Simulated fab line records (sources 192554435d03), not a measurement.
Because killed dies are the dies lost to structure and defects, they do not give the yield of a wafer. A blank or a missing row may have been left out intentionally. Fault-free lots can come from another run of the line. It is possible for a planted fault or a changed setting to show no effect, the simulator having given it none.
Split-lot trial    flow n5_finfet    21 wafers read across 7 lots, on a route 1938 steps long

THE SPLIT
At N5_BEOL_M3_EXPOSE_25 (exposes mask V2, defocus 5 nm), the setting dose_mj was moved away from the recipe's 63 on 6 of the 21 wafers read, by -4.9% to +5.3%. For the rest of the wafers, this setting stayed at what the recipe calls for.

FROM THE SPLIT TO THE READING: what the file shows between them, 2 steps
- N5_BEOL_M3_PEB_26: peb time 60 s
- N5_BEOL_M3_DEVELOP_27: develop time 30 s

THE READING
cd_nm, in nm, at N5_BEOL_M3_CD_MEAS_28 (target cd 25.7 nm, target cd y 23.3 nm). Typical for fault-free wafers on this fab line: 25.68 nm, with standard deviation 0.24 nm.

wafer   tool, chamber at the split  dose_mj as run  against the recipe  cd_nm, nm  against lot-mates on the recipe
L078.1  euv_scanner-01, 0           64.91           +3.0%               26.08      +0.47
L078.3  euv_scanner-01, 0           63              recipe              25.50      -
L078.5  euv_scanner-01, 0           63              recipe              25.72      -
L081.1  euv_scanner-02, 0           63              recipe              25.48      -
L081.2  euv_scanner-02, 0           63              recipe              25.68      -
L081.5  euv_scanner-02, 0           60.92           -3.3%               25.11      -0.47
L088.3  euv_scanner-01, 0           63              recipe              25.64      -
L088.5  euv_scanner-01, 0           63              recipe              25.25      -
L088.6  euv_scanner-01, 0           63              recipe              25.92      -
L093.3  euv_scanner-01, 0           63              recipe              26.01      -
L093.5  euv_scanner-01, 0           63              recipe              25.77      -
L093.6  euv_scanner-01, 0           66.33           +5.3%               26.82      +0.93
L094.1  euv_scanner-01, 0           59.93           -4.9%               24.90      -0.92
L094.2  euv_scanner-01, 0           59.93           -4.9%               24.91      -0.91
L094.6  euv_scanner-01, 0           63              recipe              25.82      -
L096.1  euv_scanner-01, 0           61.31           -2.7%               25.20      -0.20
L096.2  euv_scanner-01, 0           63              recipe              25.55      -
L096.6  euv_scanner-01, 0           63              recipe              25.24      -
L097.1  euv_scanner-02, 0           63              recipe              25.57      -
L097.2  euv_scanner-02, 0           63              recipe              25.73      -
L097.5  euv_scanner-02, 0           63              recipe              25.98      -

THE FIT
A straight line over all 21 wafers: cd_nm changes by +0.174 nm for each +1% of dose_mj; r = +0.88; the points scatter about the line by 0.21 nm.
The same after taking each lot's own level away (the mean of its wafers on the recipe; 21 wafers): +0.169 nm for each +1%; r = +0.92; scatter 0.17 nm.
According to that fit, moving dose_mj by its largest amount changes the reading by 0.89 nm.
The lots' own levels span 25.395 to 25.890 nm, that is 2.1 times the standard deviation above.
The two slopes are in agreement: the lot-to-lot level therefore moves the slope only a little.
Check: with one of the wafers moved furthest among these (+5.3%) left out of the fit, the line predicts +0.887 nm for it against its lot-mates. Against them it came out at +0.93 nm.

THE OTHER SPLITS THESE WAFERS WENT THROUGH
Before the reading, these wafers also passed through other splits. Each is held against what the fit with the lots' levels taken away leaves over:
other split on the same wafers      wafers away from the commonest value  r with cd_nm (lot level and that fit taken away)
N5_BEOL_M2_TRENCH_ETCH_37 source_w  6                                     -0.08

FILE'S OWN FIT
cd_nm changes by +0.164 nm for each +1% of dose_mj, r = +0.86.
